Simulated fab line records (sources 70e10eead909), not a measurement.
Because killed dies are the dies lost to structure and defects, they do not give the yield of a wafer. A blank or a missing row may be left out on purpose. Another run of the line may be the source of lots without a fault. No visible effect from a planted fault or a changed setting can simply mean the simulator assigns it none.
Which tool did it? + flow nand harc + 24 lots with 72 wafers sampled at 5 steps, on a route of 1302 steps

== WHAT EACH GAUGE READ, for each wafer ==
NHARC_A_ONON_D2_THK_MEAS_05: measures by ellipsometry. Usual: thk nm reads 1000 nm (standard deviation 8.8).
| lot  | measured     | on            | thk nm (nm)    | flag |
|------|--------------|---------------|----------------|------|
| L075 | day 12 13:44 | film metro-01 | 1007 1005 1004 |      |
| L074 | day 12 18:33 | film metro-01 | 995 994 994    |      |
| L076 | day 13 04:26 | film metro-01 | 1001 1004 1004 |      |
| L077 | day 14 03:29 | film metro-01 | 1005 1003 1006 |      |
| L078 | day 14 03:22 | film metro-01 | 1007 1004 1005 |      |
| L080 | day 14 09:13 | film metro-01 | 996 994 996    |      |
| L079 | day 14 09:14 | film metro-02 | 1014 1014 1015 |      |
| L081 | day 15 10:59 | film metro-01 | 1001 1001 1001 |      |
| L082 | day 15 23:41 | film metro-01 | 991 990 991    |      |
| L083 | day 16 12:29 | film metro-01 | 1006 1006 1006 |      |
| L084 | day 16 20:04 | film metro-01 | 986 987 987    |      |
| L085 | day 17 11:13 | film metro-01 | 992 993 991    |      |
| L086 | day 17 01:11 | film metro-01 | 984 986 984    |      |
| L087 | day 17 19:15 | film metro-02 | 988 986 986    |      |
| L088 | day 18 17:28 | film metro-02 | 1012 1012 1013 |      |
| L089 | day 19 01:26 | film metro-01 | 1008 1008 1008 |      |
| L090 | day 19 01:25 | film metro-01 | 1017 1019 1018 |      |
| L091 | day 19 17:44 | film metro-01 | 1006 1007 1006 |      |
| L092 | day 19 15:10 | film metro-01 | 1000 999 1001  |      |
| L093 | day 19 22:57 | film metro-02 | 994 995 995    |      |
| L094 | day 21 04:29 | film metro-01 | 1006 1005 1004 |      |
| L095 | day 21 04:30 | film metro-02 | 997 998 997    |      |
| L096 | day 21 17:28 | film metro-02 | 991 991 989    |      |
| L097 | day 21 17:28 | film metro-01 | 1000 1001 999  |      |

NHARC_A_ONON_D2_THK_MEAS_27: measures by ellipsometry. Usual: thk nm reads 1001 nm (standard deviation 9.4).
| lot  | measured     | on            | thk nm (nm)    | flag |
|------|--------------|---------------|----------------|------|
| L075 | day 13 00:52 | film metro-02 | 995 991 992    |      |
| L074 | day 13 05:41 | film metro-01 | 1002 1000 1003 |      |
| L076 | day 13 15:53 | film metro-01 | 1001 999 1000  |      |
| L077 | day 14 14:13 | film metro-02 | 1022 1024 1023 |      |
| L078 | day 14 14:13 | film metro-01 | 988 985 988    |      |
| L080 | day 14 19:58 | film metro-02 | 1008 1009 1008 |      |
| L079 | day 14 19:57 | film metro-01 | 1009 1008 1007 |      |
| L081 | day 15 21:46 | film metro-02 | 1003 1003 1001 |      |
| L082 | day 16 10:51 | film metro-02 | 1007 1006 1008 |      |
| L083 | day 16 23:13 | film metro-01 | 1009 1011 1009 |      |
| L084 | day 17 07:20 | film metro-01 | 1003 1005 1004 |      |
| L085 | day 17 22:01 | film metro-01 | 994 994 996    |      |
| L086 | day 17 11:59 | film metro-02 | 998 996 998    |      |
| L087 | day 18 06:04 | film metro-01 | 1001 1001 1000 |      |
| L088 | day 19 04:38 | film metro-01 | 1006 1006 1006 |      |
| L089 | day 19 12:35 | film metro-01 | 999 1000 998   |      |
| L090 | day 19 12:34 | film metro-01 | 1013 1010 1011 |      |
| L091 | day 20 02:18 | film metro-02 | 1002 1001 1004 |      |
| L092 | day 20 01:57 | film metro-01 | 987 985 988    |      |
| L093 | day 20 09:44 | film metro-01 | 1005 1005 1003 |      |
| L094 | day 21 15:36 | film metro-01 | 996 996 994    |      |
| L095 | day 21 15:35 | film metro-02 | 1009 1010 1013 |      |
| L096 | day 22 05:06 | film metro-01 | 1003 1001 1003 |      |
| L097 | day 22 05:03 | film metro-02 | 976 975 976    |      |

== WHAT TOOL EACH LOT RAN ON (gives the tool, then ch and the chambers of the sampled wafers, and finally the start) ==
| lot  | NHARC_A_CHANNEL_HOLE_D1_ETCH_34               | NHARC_A_CHANNEL_FILL_D1_ALD_02   | NHARC_A_CHANNEL_FILL_D1_ALD_14   |
|------|-----------------------------------------------|----------------------------------|----------------------------------|
| L075 | rie diel-07 ch 0,2,3, day 9 02:38 or earlier  | ald hk-04 ch 1,3, day 9 02:38    | ald hk-02 ch 0,1, day 9 09:41    |
| L074 | rie diel-09 ch 0,2,3, day 9 04:56 or earlier  | ald hk-03 ch 0,1,2, day 9 04:56  | ald hk-02 ch 1,2,3, day 9 13:17  |
| L076 | rie diel-12 ch 0,1,3, day 9 15:56 or earlier  | ald hk-03 ch 1,2,3, day 9 15:56  | ald hk-02 ch 0,2,3, day 10 00:20 |
| L077 | rie diel-07 ch 2,3, day 10 13:25 or earlier   | ald hk-02 ch 0,1, day 10 13:25   | ald hk-03 ch 2,3, day 10 20:28   |
| L078 | rie diel-07 ch 2,3, day 10 17:37 or earlier   | ald hk-02 ch 0,1,3, day 10 17:37 | ald hk-04 ch 1,2, day 11 00:38   |
| L080 | rie diel-07 ch 0,1,3, day 11 01:04 or earlier | ald hk-03 ch 0,2,3, day 11 01:04 | ald hk-02 ch 1,2, day 11 07:59   |
| L079 | rie diel-12 ch 1,3, day 11 01:35 or earlier   | ald hk-04 ch 1,2, day 11 01:35   | ald hk-04 ch 0,1,3, day 11 08:04 |
| L081 | rie diel-09 ch 1,2,3, day 12 00:26 or earlier | ald hk-03 ch 0,1,2, day 12 00:26 | ald hk-04 ch 2,3, day 12 07:23   |
| L082 | rie diel-07 ch 0,2, day 12 11:08 or earlier   | ald hk-02 ch 0,2,3, day 12 11:08 | ald hk-02 ch 1,2,3, day 12 18:06 |
| L083 | rie diel-07 ch 0,1,3, day 12 22:29 or earlier | ald hk-04 ch 0,2,3, day 12 22:29 | ald hk-04 ch 0,2, day 13 05:31   |
| L084 | rie diel-07 ch 1,2,3, day 13 06:47 or earlier | ald hk-02 ch 0,2,3, day 13 06:47 | ald hk-04 ch 1,2,3, day 13 13:52 |
| L085 | rie diel-07 ch 0,1,2, day 13 14:05 or earlier | ald hk-03 ch 0,1, day 13 14:05   | ald hk-03 ch 1,2, day 13 21:02   |
| L086 | rie diel-12 ch 0,3, day 13 15:04 or earlier   | ald hk-03 ch 0,3, day 13 15:04   | ald hk-02 ch 0,3, day 13 21:05   |
| L087 | rie diel-07 ch 1,2,3, day 13 23:07 or earlier | ald hk-02 ch 0,2,3, day 13 23:07 | ald hk-03 ch 0,1,3, day 14 06:03 |
| L088 | rie diel-07 ch 0,1,3, day 15 01:31 or earlier | ald hk-03 ch 0,1,3, day 15 01:31 | ald hk-03 ch 0,1,2, day 15 08:36 |
| L089 | rie diel-07 ch 0,1,3, day 15 11:13 or earlier | ald hk-03 ch 0,2,3, day 15 11:13 | ald hk-03 ch 0,2,3, day 15 19:10 |
| L090 | rie diel-12 ch 0,1,2, day 15 13:41 or earlier | ald hk-03 ch 0,2,3, day 15 13:41 | ald hk-03 ch 1,2,3, day 15 18:56 |
| L091 | rie diel-09 ch 1,3, day 16 03:57 or earlier   | ald hk-03 ch 0,1,2, day 16 03:57 | ald hk-04 ch 0,2, day 16 10:51   |
| L092 | rie diel-07 ch 0,1,2, day 16 04:19 or earlier | ald hk-04 ch 0,1,3, day 16 04:19 | ald hk-04 ch 1,2,3, day 16 11:02 |
| L093 | rie diel-09 ch 1,2, day 16 10:45 or earlier   | ald hk-03 ch 0,2,3, day 16 10:45 | ald hk-04 ch 0,1, day 16 17:38   |
| L094 | rie diel-12 ch 1,3, day 17 19:49 or earlier   | ald hk-04 ch 0,1,3, day 17 19:49 | ald hk-04 ch 0,1, day 18 02:49   |
| L095 | rie diel-07 ch 0,2,3, day 17 21:25 or earlier | ald hk-03 ch 1,2,3, day 17 21:25 | ald hk-04 ch 0,2,3, day 18 03:02 |
| L096 | rie diel-07 ch 0,2,3, day 18 04:44 or earlier | ald hk-04 ch 1,2,3, day 18 04:44 | ald hk-03 ch 0,1,3, day 18 11:47 |
| L097 | rie diel-07 ch 0,1, day 18 08:20 or earlier   | ald hk-04 ch 0,3, day 18 08:20   | ald hk-03 ch 0,1, day 18 15:16   |
- NHARC_A_CHANNEL_HOLE_D1_ETCH_34: etches the open film in CF4/CHF3, target depth 154 nm, time 77 s.
- NHARC_A_CHANNEL_FILL_D1_ALD_02: deposits SiO2, target thk 6 nm, pulse time 10 s, ald cycles 60.
- NHARC_A_CHANNEL_FILL_D1_ALD_14: deposits SiO2, target thk 2.5 nm, pulse time 10 s, ald cycles 25.

== AS READ BY THE TOOLS THEMSELVES (means over the sampled wafers that have a number; for cases with no such wafer, the mark the record gives instead) ==
NHARC_A_CHANNEL_HOLE_D1_ETCH_34. Usual: drypump motor current A 5.8 A, standard deviation 0.48; oes product au 0.951 a.u., standard deviation 0.023; rf vpp V 371.1 V, standard deviation 1.4; showerhead plenum p Torr 1.59 Torr, standard deviation 0.036; throttle valve pct 16.803 %, standard deviation 0.0082.
| lot  | tool        | drypump motor current A (A) | oes product au (a.u.) | rf vpp V (V) | showerhead plenum p Torr (Torr) | throttle valve pct (%) | flag |
|------|-------------|-----------------------------|-----------------------|--------------|---------------------------------|------------------------|------|
| L075 | rie diel-07 | 6.0                         | 0.924                 | 372.0        | 1.60                            | 16.808                 |      |
| L074 | rie diel-09 | 5.8                         | 0.983                 | 372.3        | 1.62                            | 16.805                 |      |
| L076 | rie diel-12 | 6.0                         | 0.979                 | 368.5        | 1.54                            | 16.800                 |      |
| L077 | rie diel-07 | 6.3                         | 0.924                 | 371.1        | 1.59                            | 16.798                 |      |
| L078 | rie diel-07 | 6.1                         | 0.945                 | 370.9        | 1.60                            | 16.809                 |      |
| L080 | rie diel-07 | 5.6                         | 0.965                 | 371.6        | 1.60                            | 16.804                 |      |
| L079 | rie diel-12 | 5.6                         | 0.957                 | 370.2        | 1.56                            | 16.805                 |      |
| L081 | rie diel-09 | 5.9                         | 0.972                 | 372.4        | 1.63                            | 16.804                 |      |
| L082 | rie diel-07 | 5.9                         | 0.924                 | 372.3        | 1.61                            | 16.793                 |      |
| L083 | rie diel-07 | 5.6                         | 0.923                 | 371.1        | 1.60                            | 16.803                 |      |
| L084 | rie diel-07 | 6.0                         | 0.918                 | 371.4        | 1.59                            | 16.796                 |      |
| L085 | rie diel-07 | 5.8                         | 0.925                 | 371.8        | 1.60                            | 16.802                 |      |
| L086 | rie diel-12 | 5.8                         | 0.943                 | 369.5        | 1.54                            | 16.798                 |      |
| L087 | rie diel-07 | 5.9                         | 0.973                 | 370.7        | 1.59                            | 16.802                 |      |
| L088 | rie diel-07 | 5.6                         | 0.944                 | 371.5        | 1.60                            | 16.802                 |      |
| L089 | rie diel-07 | 5.6                         | 0.967                 | 372.1        | 1.60                            | 16.813                 |      |
| L090 | rie diel-12 | 6.2                         | 0.967                 | 368.9        | 1.53                            | 16.808                 |      |
| L091 | rie diel-09 | 6.3                         | 0.968                 | 372.4        | 1.64                            | 16.794                 |      |
| L092 | rie diel-07 | 5.8                         | 0.944                 | 371.3        | 1.60                            | 16.804                 |      |
| L093 | rie diel-09 | 5.5                         | 0.959                 | 372.4        | 1.63                            | 16.808                 |      |
| L094 | rie diel-12 | 5.6                         | 0.965                 | 370.2        | 1.55                            | 16.806                 |      |
| L095 | rie diel-07 | 6.0                         | 0.970                 | 370.9        | 1.60                            | 16.806                 |      |
| L096 | rie diel-07 | 6.0                         | 0.925                 | 371.8        | 1.60                            | 16.812                 |      |
| L097 | rie diel-07 | 5.4                         | 0.934                 | 372.2        | 1.60                            | 16.806                 |      |

NHARC_A_CHANNEL_FILL_D1_ALD_02. Usual: heater power w 493 W, standard deviation 45; precursor pulse height rel 1.000, standard deviation 0.02.
| lot  | tool      | heater power w (W) | precursor pulse height rel | flag |
|------|-----------|--------------------|----------------------------|------|
| L075 | ald hk-04 | 468                | 0.985                      |      |
| L074 | ald hk-03 | 471                | 1.003                      |      |
| L076 | ald hk-03 | 470                | 1.005                      |      |
| L077 | ald hk-02 | 553                | 0.997                      |      |
| L078 | ald hk-02 | 525                | 1.024                      |      |
| L080 | ald hk-03 | 494                | 1.014                      |      |
| L079 | ald hk-04 | 482                | 0.990                      |      |
| L081 | ald hk-03 | 469                | 1.003                      |      |
| L082 | ald hk-02 | 508                | 0.989                      |      |
| L083 | ald hk-04 | 501                | 0.980                      |      |
| L084 | ald hk-02 | 513                | 0.991                      |      |
| L085 | ald hk-03 | 467                | 1.001                      |      |
| L086 | ald hk-03 | 492                | 0.993                      |      |
| L087 | ald hk-02 | 503                | 1.012                      |      |
| L088 | ald hk-03 | 471                | 0.979                      |      |
| L089 | ald hk-03 | 487                | 1.021                      |      |
| L090 | ald hk-03 | 494                | 0.994                      |      |
| L091 | ald hk-03 | 465                | 0.999                      |      |
| L092 | ald hk-04 | 512                | 0.995                      |      |
| L093 | ald hk-03 | 491                | 0.999                      |      |
| L094 | ald hk-04 | 509                | 0.986                      |      |
| L095 | ald hk-03 | 476                | 1.007                      |      |
| L096 | ald hk-04 | 460                | 0.998                      |      |
| L097 | ald hk-04 | 547                | 0.967                      |      |

NHARC_A_CHANNEL_FILL_D1_ALD_14. Usual: heater power w 493 W, standard deviation 48; precursor pulse height rel 1.002, standard deviation 0.019.
| lot  | tool      | heater power w (W) | precursor pulse height rel | flag |
|------|-----------|--------------------|----------------------------|------|
| L075 | ald hk-02 | 550                | 1.004                      |      |
| L074 | ald hk-02 | 485                | 0.999                      |      |
| L076 | ald hk-02 | 500                | 0.997                      |      |
| L077 | ald hk-03 | 491                | 0.992                      |      |
| L078 | ald hk-04 | 485                | 1.001                      |      |
| L080 | ald hk-02 | 471                | 1.004                      |      |
| L079 | ald hk-04 | 514                | 0.998                      |      |
| L081 | ald hk-04 | 446                | 0.991                      |      |
| L082 | ald hk-02 | 493                | 1.001                      |      |
| L083 | ald hk-04 | 548                | 1.001                      |      |
| L084 | ald hk-04 | 461                | 0.991                      |      |
| L085 | ald hk-03 | 467                | 0.993                      |      |
| L086 | ald hk-02 | 521                | 1.010                      |      |
| L087 | ald hk-03 | 471                | 1.023                      |      |
| L088 | ald hk-03 | 471                | 1.017                      |      |
| L089 | ald hk-03 | 494                | 0.983                      |      |
| L090 | ald hk-03 | 469                | 1.011                      |      |
| L091 | ald hk-04 | 549                | 1.008                      |      |
| L092 | ald hk-04 | 467                | 1.004                      |      |
| L093 | ald hk-04 | 518                | 1.000                      |      |
| L094 | ald hk-04 | 564                | 0.990                      |      |
| L095 | ald hk-04 | 498                | 1.007                      |      |
| L096 | ald hk-03 | 465                | 0.979                      |      |
| L097 | ald hk-03 | 453                | 1.019                      |      |

== THE ANSWER, worked out from the rows above alone ==
Rule: lot off if the mean of its wafers having a number is beyond 3 standard deviations from the usual mean. Also off: a lot with no number at a reading for which 4 or more lots have one. Where the step has rows for the other lots, those lots are counted as sound. Order of review: gauges by route order, followed by the tools' own readings, for which a lot's mean as printed above is used. At the first step where some lot is off, the reading lying furthest off is the one used; lots without a number count as furthest.
Across all readings shown, no lot is off: no conclusion can be drawn from this.

== WHAT THE SIMULATOR HAD PUT IN ==
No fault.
